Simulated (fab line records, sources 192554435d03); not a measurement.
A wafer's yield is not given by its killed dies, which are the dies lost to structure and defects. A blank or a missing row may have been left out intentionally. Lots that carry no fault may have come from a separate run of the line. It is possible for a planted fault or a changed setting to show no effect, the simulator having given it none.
Struck lot and sound lot, side by side    flow n5 finfet    28 out of 1938 route steps
Sound: the wafers L474.2, L474.3, L474.5. Wafers L484.3, L484.4, L484.6 were the ones struck. Last of all comes the cause.
Order at every step that has rows: each side's tool, ch and its chambers, its first start. Under that, the readings that differ: sound wafers    struck wafers    difference of the means    sigmas: that difference in standard deviations of wafers without a fault.
alike: same words and numbers on both sides, and readings whose means sit less than 2 such deviations apart. not compared: any withheld reading, any reading some wafer has no value for, any bound like >300 that may hide the same value, and any number with overlapping values for which the record gives no deviation.
Wherever a step has rows on one side only, a row that says differs or no value, or a row with sigmas, the two part there. Numbers that don't overlap but have no deviation are shown without sigmas and don't part them. A reading that every wafer of one side lacks parts them only if that side has two wafers or more.

first, 9 steps without rows for these wafers: N5_SD_EPI_P_EBR_05; N5_SD_EPI_P_SOFTBAKE_04 (time 60 s); N5_SD_EPI_P_EXPOSE_06 (exposes mask SD P BLK, target cd 240 nm); N5_SD_EPI_P_PEB_07 (peb time 60 s); N5_SD_EPI_P_DEVELOP_08 (develop time 30 s); N5_SD_EPI_P_DESCUM_14 (chemistry O2, time 7.9 s); N5_SD_EPI_P_ETCH_36 (etches SiARC in CF4, target depth 45.5 nm, time 75.8 s); N5_SD_EPI_P_ETCH_37 (etches SOC in N2/H2, overetch 108 nm, time 486 s); N5_SD_EPI_P_STRIP_38 (strips in N2/H2).
N5_SD_EPI_P_ETCHBACK_46: etches SiNx in CH3F/O2, stops on SiO2, target depth 17.5 nm.
  sound on rie diel-02 ch 1,2,3, day 6 11:38; struck on rie diel-02 ch 1,3, day 8 23:17
  no value came back on the struck wafers for any of 8 readings (CH3F_flow_sccm (sccm), O2_flow_sccm (sccm) and others); on the sound wafers CH3F_flow_sccm (sccm) reads 30.07 29.95 30.13
reading                                      sound       struck          difference  sigmas
model.SiARC_of_SD_EPI_P_COAT_35.thk nm (nm)  15.2 15 15  19.6 19.8 19.4  +4.5        
  not compared: rf hours counter h
then, 1 step without rows for these wafers: N5_SD_EPI_P_ETCH_47 (etches SiOCN in CH3F/O2, target depth 25 nm).
N5_SD_EPI_P_ETCH_16: etches SiO2 in CHF3/O2, target depth 5 nm.
  sound on rie diel-02 ch 1,2,3, day 6 11:50; struck on rie diel-02 ch 1,3, day 8 23:29
reading                                      sound           struck        difference  sigmas
model.SiARC_of_SD_EPI_P_COAT_35.thk nm (nm)  11.6 11.4 11.4  16 16.2 15.8  +5          
  alike: bias w, drypump motor current A, oes product au, rf vpp V, showerhead plenum p Torr, throttle valve pct
  not compared: rf hours counter h
then, 8 steps without rows for these wafers: N5_SD_EPI_P_STRIP_50 (strips in CHF3/O2); N5_SD_EPI_P_SD_RECESS_17 (chemistry HBr/Cl2/O2, target depth 39.1 nm, bt time 3 s); N5_SD_EPI_P_WET_ETCH_45 (etches SiO2 in dHF, time 10.7 s, target depth 2 nm, rinse time 30 s); N5_SD_EPI_P_STRIP_40 (strips in N2/H2); N5_SD_EPI_P_PRECLEAN_52 (cleans in O3/DIW, time 60 s); N5_SD_EPI_P_SRD_20 (time 30 s); N5_SD_EPI_P_PRECLEAN_51 (cleans in NF3:NH3, afs cycles 1, time 20 s, sublimation time 60 s); N5_SD_EPI_P_VAPOR_ETCH_44 (etches SiGe30 in NF3/Ar, time 3.3 s).
N5_SD_EPI_P_EPI_21: deposits SiGe:B, time 355 s.
  sound on epi rpcvd-01 ch 0, day 6 13:14; struck on epi rpcvd-02 ch 0, day 9 08:36
reading                                      sound           struck       difference  sigmas
model.SiGe-B_of_SD_EPI_P_EPI_21.thk nm (nm)  61.6 61.2 60.8  1.2 1.2 1.8  -59.8       
N5_SD_EPI_P_EPI_MEAS_23:
  struck on film metro-01, day 9 10:34; sound on film metro-01, day 6 15:40
reading      sound           struck       difference  sigmas
thk nm (nm)  62.3 60.9 58.7  1.3 1.8 3.5  -58.4       -45
then, 2 steps without rows for these wafers: N5_SD_EPI_P_HM_STRIP_48 (strips SiNx in H3PO4, material SiNx, target depth 3 nm); N5_SD_EPI_P_SRD_49 (time 30 s).
N5_SD_EPI_P_PRECLEAN_24: cleans in O3/DIW, time 45 s.
  sound on wet bench-02 ch 1,3,6, day 6 15:46; struck on wet bench-01 ch 2,5,7, day 9 10:40
reading                                      sound           struck       difference  sigmas
model.SiGe-B_of_SD_EPI_P_EPI_21.thk nm (nm)  61.2 60.8 60.4  1.2 1.2 1.8  -59.4       
then, 1 step without rows for these wafers: N5_SD_EPI_P_PRECLEAN_32 (cleans in dHF, time 10 s).
N5_BEOL_M4_RC_MEAS_101:
  the record has rows for the sound wafers here (prober-01 ch 0, day 13 17:13) and none for the struck ones
-- a jump in the record: the struck wafers' starts before and after are 10 days apart (it breaks off in module BEOL_M4 and resumes in module PASSIVATION, where the first step shown is number 1936 of the route) --
N5_PASSIVATION_PROBE_49:
  rows exist in the record for the struck wafers here (prober-02, day 19 22:11), but not for the sound ones

## WHERE THEY PART
At N5_SD_EPI_P_ETCHBACK_46 first; at N5_PASSIVATION_PROBE_49 last (within this record only).

WHY: whatever the simulator had introduced
Beginning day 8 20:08, the whole step at N5_SD_EPI_P_ETCHBACK_46 was skipped on rie diel-02. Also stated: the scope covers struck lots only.
